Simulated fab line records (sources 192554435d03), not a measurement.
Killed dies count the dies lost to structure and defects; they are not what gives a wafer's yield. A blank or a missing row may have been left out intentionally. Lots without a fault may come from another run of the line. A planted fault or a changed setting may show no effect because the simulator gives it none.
Matching of chambers / flow n5_finfet / N5_MOL_CONTACT_COAG_CONTACT_ETCH_14 on rie_diel-02 has 4 sister chambers
The step etches SiO2 in C4F6/O2, target depth 27.5 nm, overetch 8.5 nm, time 20 s. 16 wafers are shown with their chamber, then 8 later ones without.

WAFERS, EACH WITH ITS CHAMBER
wafer=L077.1; chamber=2; drypump_motor_current_A (A)=5.6; showerhead_plenum_p_Torr (Torr)=2.95; rf_vpp_V (V)=695
wafer=L077.2; chamber=3; drypump_motor_current_A (A)=5.9; showerhead_plenum_p_Torr (Torr)=2.93; rf_vpp_V (V)=694
wafer=L077.3; chamber=0; drypump_motor_current_A (A)=5.5; showerhead_plenum_p_Torr (Torr)=2.92; rf_vpp_V (V)=693
wafer=L077.4; chamber=1; drypump_motor_current_A (A)=4.8; showerhead_plenum_p_Torr (Torr)=2.75; rf_vpp_V (V)=687
wafer=L077.5; chamber=0; drypump_motor_current_A (A)=5.5; showerhead_plenum_p_Torr (Torr)=2.92; rf_vpp_V (V)=693
wafer=L077.6; chamber=3; drypump_motor_current_A (A)=5.8; showerhead_plenum_p_Torr (Torr)=2.93; rf_vpp_V (V)=694
wafer=L078.1; chamber=1; drypump_motor_current_A (A)=4.8; showerhead_plenum_p_Torr (Torr)=2.75; rf_vpp_V (V)=688
wafer=L078.2; chamber=3; drypump_motor_current_A (A)=5.9; showerhead_plenum_p_Torr (Torr)=2.93; rf_vpp_V (V)=693
wafer=L078.5; chamber=0; drypump_motor_current_A (A)=5.5; showerhead_plenum_p_Torr (Torr)=2.91; rf_vpp_V (V)=692
wafer=L088.1; chamber=1; drypump_motor_current_A (A)=4.8; showerhead_plenum_p_Torr (Torr)=2.74; rf_vpp_V (V)=687
wafer=L088.2; chamber=0; drypump_motor_current_A (A)=5.5; showerhead_plenum_p_Torr (Torr)=2.91; rf_vpp_V (V)=694
wafer=L088.3; chamber=3; drypump_motor_current_A (A)=5.9; showerhead_plenum_p_Torr (Torr)=2.92; rf_vpp_V (V)=694
wafer=L088.4; chamber=2; drypump_motor_current_A (A)=5.6; showerhead_plenum_p_Torr (Torr)=2.94; rf_vpp_V (V)=695
wafer=L088.5; chamber=3; drypump_motor_current_A (A)=5.9; showerhead_plenum_p_Torr (Torr)=2.92; rf_vpp_V (V)=693
wafer=L088.6; chamber=0; drypump_motor_current_A (A)=5.5; showerhead_plenum_p_Torr (Torr)=2.91; rf_vpp_V (V)=693
wafer=L091.1; chamber=0; drypump_motor_current_A (A)=5.5; showerhead_plenum_p_Torr (Torr)=2.90; rf_vpp_V (V)=694

SIGNATURES (means of the wafers above)
reading=drypump_motor_current_A; chamber 0=5.500; chamber 1=4.800; chamber 2=5.600; chamber 3=5.880; scatter within a chamber=0.0258
reading=showerhead_plenum_p_Torr; chamber 0=2.9117; chamber 1=2.7467; chamber 2=2.9450; chamber 3=2.9260; scatter within a chamber=0.00658
reading=rf_vpp_V; chamber 0=693.17; chamber 1=687.33; chamber 2=695.00; chamber 3=693.60; scatter within a chamber=0.626
Rule: for each reading, subtract the chamber's mean from the wafer's reading, divide by that reading's scatter and square the result; add these up over the readings and take the root, which gives the wafer's distance from the chamber. The wafer belongs to the nearest chamber; if the next one is less than 2 further off, it can't be placed. The scatter: take each reading less its chamber's mean, square it, sum over the shown wafers, divide by the number of wafers less the number of chambers, and take the root.

WAFERS WHOSE CHAMBER IS MISSING
wafer=L091.4; drypump_motor_current_A (A)=5.9; showerhead_plenum_p_Torr (Torr)=2.91; rf_vpp_V (V)=694
wafer=L091.5; drypump_motor_current_A (A)=5.5; showerhead_plenum_p_Torr (Torr)=2.90; rf_vpp_V (V)=692
wafer=L092.4; drypump_motor_current_A (A)=5.6; showerhead_plenum_p_Torr (Torr)=2.94; rf_vpp_V (V)=695
wafer=L092.5; drypump_motor_current_A (A)=4.8; showerhead_plenum_p_Torr (Torr)=2.73; rf_vpp_V (V)=687
wafer=L092.6; drypump_motor_current_A (A)=5.6; showerhead_plenum_p_Torr (Torr)=2.94; rf_vpp_V (V)=695
wafer=L093.2; drypump_motor_current_A (A)=5.6; showerhead_plenum_p_Torr (Torr)=2.94; rf_vpp_V (V)=696
wafer=L093.3; drypump_motor_current_A (A)=4.8; showerhead_plenum_p_Torr (Torr)=2.73; rf_vpp_V (V)=690
wafer=L093.4; drypump_motor_current_A (A)=5.5; showerhead_plenum_p_Torr (Torr)=2.90; rf_vpp_V (V)=692

WHICH CHAMBER EACH ONE RAN IN
wafer=L091.4; from the rows above=3; in truth=3
wafer=L091.5; from the rows above=0; in truth=0
wafer=L092.4; from the rows above=2; in truth=2
wafer=L092.5; from the rows above=1; in truth=1
wafer=L092.6; from the rows above=2; in truth=2
wafer=L093.2; from the rows above=2; in truth=2
wafer=L093.3; from the rows above=1; in truth=1
wafer=L093.4; from the rows above=0; in truth=0
Placed correctly: 8 of 8. Left unplaced by these rows: 0. 0 placed wrongly.
